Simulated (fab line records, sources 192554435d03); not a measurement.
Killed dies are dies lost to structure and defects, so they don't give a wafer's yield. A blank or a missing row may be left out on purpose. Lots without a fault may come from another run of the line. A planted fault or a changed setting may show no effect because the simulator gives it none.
Chamber matching | flow n5_finfet | N5_WELL_APT_DESCUM_30 on rie_diel-06: 3 sister chambers
The step chemistry O2, time 7.9 s. 24 wafers are shown with their chamber, then 10 later ones without.

WAFERS WITH THEIR CHAMBER
wafer  | chamber | drypump_motor_current_A (A) | showerhead_plenum_p_Torr (Torr) | throttle_valve_pct (%)
L075.2 | 3       | 5.7                         | 2.18                            | 20.81
L075.4 | 2       | 5.8                         | 2.09                            | 20.57
L075.6 | 2       | 5.8                         | 2.09                            | 20.56
L077.1 | 3       | 5.7                         | 2.18                            | 20.81
L077.2 | 2       | 5.8                         | 2.09                            | 20.59
L077.5 | 0       | 4.8                         | 2.23                            | 20.50
L078.2 | 2       | 5.8                         | 2.09                            | 20.58
L078.4 | 3       | 5.7                         | 2.18                            | 20.82
L078.6 | 0       | 4.8                         | 2.23                            | 20.50
L079.3 | 0       | 4.8                         | 2.23                            | 20.51
L079.4 | 2       | 5.8                         | 2.09                            | 20.58
L079.6 | 3       | 5.7                         | 2.17                            | 20.83
L082.2 | 3       | 5.7                         | 2.17                            | 20.84
L082.4 | 2       | 5.8                         | 2.09                            | 20.60
L082.6 | 2       | 5.8                         | 2.09                            | 20.59
L084.2 | 0       | 4.8                         | 2.22                            | 20.53
L084.4 | 3       | 5.7                         | 2.17                            | 20.85
L084.5 | 0       | 4.8                         | 2.22                            | 20.52
L085.1 | 2       | 5.8                         | 2.08                            | 20.60
L085.3 | 3       | 5.6                         | 2.17                            | 20.86
L085.5 | 3       | 5.7                         | 2.17                            | 20.84
L086.2 | 2       | 5.8                         | 2.08                            | 20.63
L086.3 | 0       | 4.8                         | 2.22                            | 20.55
L086.6 | 3       | 5.7                         | 2.17                            | 20.86

SIGNATURES (means of the wafers above)
reading                  | chamber 0 | chamber 2 | chamber 3 | scatter within a chamber
drypump_motor_current_A  | 4.800     | 5.800     | 5.689     | 0.0206
showerhead_plenum_p_Torr | 2.2250    | 2.0878    | 2.1733    | 0.00491
throttle_valve_pct       | 20.5183   | 20.5889   | 20.8356   | 0.0198
Rule: a wafer's distance from a chamber is the root of the sum, over the readings, of the square of ((its reading less the chamber's mean) divided by the reading's scatter). The wafer belongs to the nearest chamber; if the next one is less than 2 further off, it can't be placed. The scatter: the root of (the sum of the squares of (reading less its chamber's mean) over the shown wafers, divided by (wafers less chambers)).

WAFERS WITHOUT THEIR CHAMBER
wafer  | drypump_motor_current_A (A) | showerhead_plenum_p_Torr (Torr) | throttle_valve_pct (%)
L088.1 | 4.8                         | 2.22                            | 20.55
L088.4 | 5.7                         | 2.17                            | 20.86
L088.6 | 5.8                         | 2.08                            | 20.61
L090.1 | 5.8                         | 2.08                            | 20.61
L090.4 | 5.7                         | 2.17                            | 20.85
L091.2 | 5.7                         | 2.16                            | 20.85
L091.5 | 5.7                         | 2.17                            | 20.87
L091.6 | 4.8                         | 2.22                            | 20.56
L096.1 | 4.8                         | 2.22                            | 20.57
L096.4 | 5.8                         | 2.08                            | 20.64

WHICH CHAMBER EACH WENT THROUGH
wafer  | from the rows above | in truth
L088.1 | 0                   | 0
L088.4 | 3                   | 3
L088.6 | 2                   | 2
L090.1 | 2                   | 2
L090.4 | 3                   | 3
L091.2 | 3                   | 3
L091.5 | 3                   | 3
L091.6 | 0                   | 0
L096.1 | 0                   | 0
L096.4 | 2                   | 2
Placed correctly: 10 of 10. Can't be placed from these rows: 0. Placed wrongly: 0.
